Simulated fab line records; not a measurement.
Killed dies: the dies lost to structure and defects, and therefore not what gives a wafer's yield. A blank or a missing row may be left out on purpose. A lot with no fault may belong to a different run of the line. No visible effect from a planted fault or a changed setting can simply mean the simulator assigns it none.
Split-lot trial | flow n5-finfet | 39 wafers read across 7 lots, on a route 1938 steps long

== ABOUT THE SPLIT ==
At N5_FIN_CUT_ETCH_21 (etches SOC in N2/H2, target depth 219 nm, overetch 43.8 nm, time 523.5 s), the setting time-s was moved away from the recipe's 523.5 s on 15 of the 39 wafers read, by -7.4% to +21.7%. For the rest of the wafers, this setting stayed at what the recipe calls for.

The reading is taken at the split's own step.

== THE READING ==
SiARC_of_FIN_CUT_COAT_19.thk-nm (the simulator's own value, which no gauge read), in nm, at N5_FIN_CUT_ETCH_21 (etches SOC in N2/H2, target depth 219 nm, overetch 43.8 nm, time 523.5 s). No usual value for it is given in the file. Average 12.0 nm, standard deviation 0.22 nm, over the 24 wafers here run with the recipe.

wafer  | tool, chamber at the split | time-s as run, s | against the recipe | SiARC_of_FIN_CUT_COAT_19.thk-nm, nm | against lot-mates on the recipe
L079.1 | rie-diel-06, 0,3           | 484.5            | -7.4%              | 12.4                                | +0.7
L079.5 | rie-diel-06, 0,3           | 484.5            | -7.4%              | 12.4                                | +0.7
L079.2 | rie-diel-06, 1             | 484.5            | -7.4%              | 12.2                                | +0.5
L079.3 | rie-diel-06, 3,2           | 523.5            | recipe             | 11.8                                | -
L079.4 | rie-diel-06, 3,2           | 523.5            | recipe             | 11.8                                | -
L079.6 | rie-diel-06, 2             | 523.5            | recipe             | 11.6                                | -
L084.1 | rie-diel-04, 3             | 523.5            | recipe             | 12                                  | -
L084.6 | rie-diel-04, 3             | 523.5            | recipe             | 12                                  | -
L084.2 | rie-diel-04, 2,0,0         | 523.5            | recipe             | 12.2                                | -
L084.3 | rie-diel-04, 2,0,0         | 523.5            | recipe             | 12.2                                | -
L084.5 | rie-diel-04, 2,0,0         | 523.5            | recipe             | 12.2                                | -
L084.4 | rie-diel-04, 1             | 523.5            | recipe             | 12.4                                | -
L085.1 | rie-diel-04, 0,2           | 523.5            | recipe             | 12                                  | -
L085.2 | rie-diel-04, 0,2           | 523.5            | recipe             | 12                                  | -
L085.3 | rie-diel-04, 1             | 523.5            | recipe             | 12.2                                | -
L085.4 | rie-diel-04, 3             | 490.5            | -6.3%              | 12.2                                | +0.1
L085.5 | rie-diel-04, 0             | 490.5            | -6.3%              | 12.6                                | +0.5
L085.6 | rie-diel-04, 3             | 490.5            | -6.3%              | 12.4                                | +0.3
L088.1 | rie-diel-04, 2,1           | 523.5            | recipe             | 12.2                                | -
L088.4 | rie-diel-04, 2,1           | 523.5            | recipe             | 12.2                                | -
L088.2 | rie-diel-04, 3             | 523.5            | recipe             | 11.8                                | -
L088.3 | rie-diel-04, 0             | 637.2            | +21.7%             | 10.4                                | -1.7
L088.6 | rie-diel-04, 0             | 637.2            | +21.7%             | 10.4                                | -1.7
L088.5 | rie-diel-04, 3             | 637.2            | +21.7%             | 10                                  | -2.1
L094.1 | rie-diel-04, 3             | 629.5            | +20.2%             | 10.2                                | -2.0
L094.2 | rie-diel-04, 1             | 629.5            | +20.2%             | 10.8                                | -1.4
L094.6 | rie-diel-04, 1             | 629.5            | +20.2%             | 10.8                                | -1.4
L094.3 | rie-diel-04, 0,2,0         | 523.5            | recipe             | 12.2                                | -
L094.4 | rie-diel-04, 0,2,0         | 523.5            | recipe             | 12.2                                | -
L094.5 | rie-diel-04, 0,2,0         | 523.5            | recipe             | 12.2                                | -
L095.4 | rie-diel-06, 3             | 523.5            | recipe             | 12                                  | -
L095.6 | rie-diel-06, 3             | 523.5            | recipe             | 12                                  | -
L095.5 | rie-diel-06, 0             | 523.5            | recipe             | 11.8                                | -
L097.1 | rie-diel-02, 1             | 490.1            | -6.4%              | 12.2                                | +0.5
L097.6 | rie-diel-02, 1             | 490.1            | -6.4%              | 12.2                                | +0.5
L097.2 | rie-diel-02, 3,2           | 523.5            | recipe             | 11.6                                | -
L097.5 | rie-diel-02, 3,2           | 523.5            | recipe             | 11.6                                | -
L097.3 | rie-diel-02, 2             | 490.1            | -6.4%              | 12                                  | +0.3
L097.4 | rie-diel-02, 0             | 523.5            | recipe             | 12                                  | -
Rows listing several chambers each stand for several wafers; the file does not say which wafer went through which chamber.

FIT RESULTS
A straight line over all 39 wafers: SiARC_of_FIN_CUT_COAT_19.thk-nm changes by -0.0695 nm for each +1% of time-s; r = -0.93; the points scatter about the line by 0.24 nm.
The same after taking each lot's own level away (the mean of its wafers on the recipe; 39 wafers): -0.0786 nm for each +1%; r = -0.97; scatter 0.16 nm.
According to that fit, moving time-s by its largest amount changes the reading by 1.7 nm.
The span of the lots' own levels, 11.73 to 12.20 nm, comes to 2.1 times the standard deviation stated above.
In other words, the slope is changed by the lot-to-lot level; the two fits disagree.
Check: for one of the wafers moved furthest among these (+21.7%), held out of the fit, the line's prediction against its lot-mates is -1.75 nm. It came out at -1.67 nm against them.

== THE FILE'S OWN FIT ==
SiARC_of_FIN_CUT_COAT_19.thk-nm changes by -0.0792 nm for each +1% of time-s, r = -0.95.
